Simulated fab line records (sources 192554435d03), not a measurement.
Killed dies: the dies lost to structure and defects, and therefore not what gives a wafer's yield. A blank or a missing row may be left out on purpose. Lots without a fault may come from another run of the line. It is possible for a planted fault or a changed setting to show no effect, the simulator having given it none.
Code-filled problem report in 8D (eight disciplines) form / flow n5 finfet / the parts of the form that need people (team, actions taken, sign-off) are left out

1. WHAT WENT WRONG
Wafers without a fault read 235 s, standard deviation 4.3; etch rf on time s at N5_PASSIVATION_VIA_ETCH_13 reads a mean of 377 s on 3 wafers belonging to 2 lots. Measured from the usual mean, that is +33 standard deviations.
The step: etches SiO2 in CHF3/O2, target depth 660 nm, time 330 s.
Earliest sighting: wafer L469.2 on rie diel-05 at day 12 17:53. At this step, 30 wafers from 10 lots have a number in the record. Rule for "out" (also "out of limits"): further than 4 standard deviations from the usual mean. The rest of the wafers with a number are treated as sound.

2. WHAT IT IS; WHAT IT IS NOT
question=which readings at this step | is=etch rf on time s | is not=CHF3_flow_sccm, O2_flow_sccm, drypump motor current A, oes product au, rf vpp V, showerhead plenum p Torr, throttle valve pct
question=which lots | is=L469, L475 | is not=L472, L473, L481, L485, L486, L489, L490, L491
question=which wafers of those lots | is=L469.2, L469.4, L475.2 | is not=L469.1, L475.1, L475.6
question=read on which tools | is=rie diel-05 | is not=rie diel-02, rie diel-03
question=when | is=from day 12 17:53 | is not=up to then (1 sound wafer); but 26 sound wafers of L472, L473, L475, L481, L485, L486, L489, L490, L491 came after

3. SUSPECTS, AND WHAT RULES EACH OUT
Counting: a tool at a process step up to the reading stays a suspect if it ran every lot that is out. Sound lots after the first of them don't rule it out here, since some wafers of a struck lot are sound.
- pecvd-02 at N5_PASSIVATION_PECVD_55 (deposits SiO2 from SiH4/N2O, target thk 400 nm, time 22.5 s): kept. It ran every lot that is out, first L469 (day 12 16:59).
- rie diel-05 at N5_PASSIVATION_VIA_ETCH_13 (etches SiO2 in CHF3/O2, target depth 660 nm, time 330 s): kept. It ran every lot that is out, first L469 (day 12 17:53). On those wafers its own readings are out: etch rf on time s.
Remaining after the count are pecvd-02 at N5_PASSIVATION_PECVD_55 and rie diel-05 at N5_PASSIVATION_VIA_ETCH_13.

4. THE CAUSE (what the simulator had put in)
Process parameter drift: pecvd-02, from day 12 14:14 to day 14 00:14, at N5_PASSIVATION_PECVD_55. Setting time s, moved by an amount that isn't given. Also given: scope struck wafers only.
This tool is one of the 2 suspects left after counting.

5. SEQUENCE OF EFFECTS, ordered by route
One row per reading whose mean, taken over the struck wafers that have a number, lies over 3 standard deviations from the usual. Readings are gone through only where the record gives a usual standard deviation; hours: the median, over the lots, of the time from a lot's start at the first step in this table giving one to that lot's start at this step; sigmas: the change measured in usual standard deviations.
hours=0; step=N5_PASSIVATION_VIA_ETCH_13; reading=etch rf on time s; usual=235 s; on struck wafers=377; change=+142; sigmas=+33
Its process steps:
- N5_PASSIVATION_VIA_ETCH_13: etches SiO2 in CHF3/O2, target depth 660 nm, time 330 s.
Later steps that measure or inspect, where all struck wafers having a row at the step show a number for every such reading and not one has moved that far: N5_PASSIVATION_CD_MEAS_44.

6. WHAT WOULD HAVE CAUGHT IT SOONER
4 hours passed between the start of the fault at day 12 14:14 and the first reading out of limits in this record, taken at day 12 17:53.
An alarm limit of 4 standard deviations would not have fired on the tool readings at N5_PASSIVATION_PECVD_55 for which the record gives a usual standard deviation, since none of them was out on any struck wafer.
Lots out: 2; of these, L475 started N5_PASSIVATION_PECVD_55 on pecvd-02 after day 12 17:53. Holding the tool at that time would have saved it.
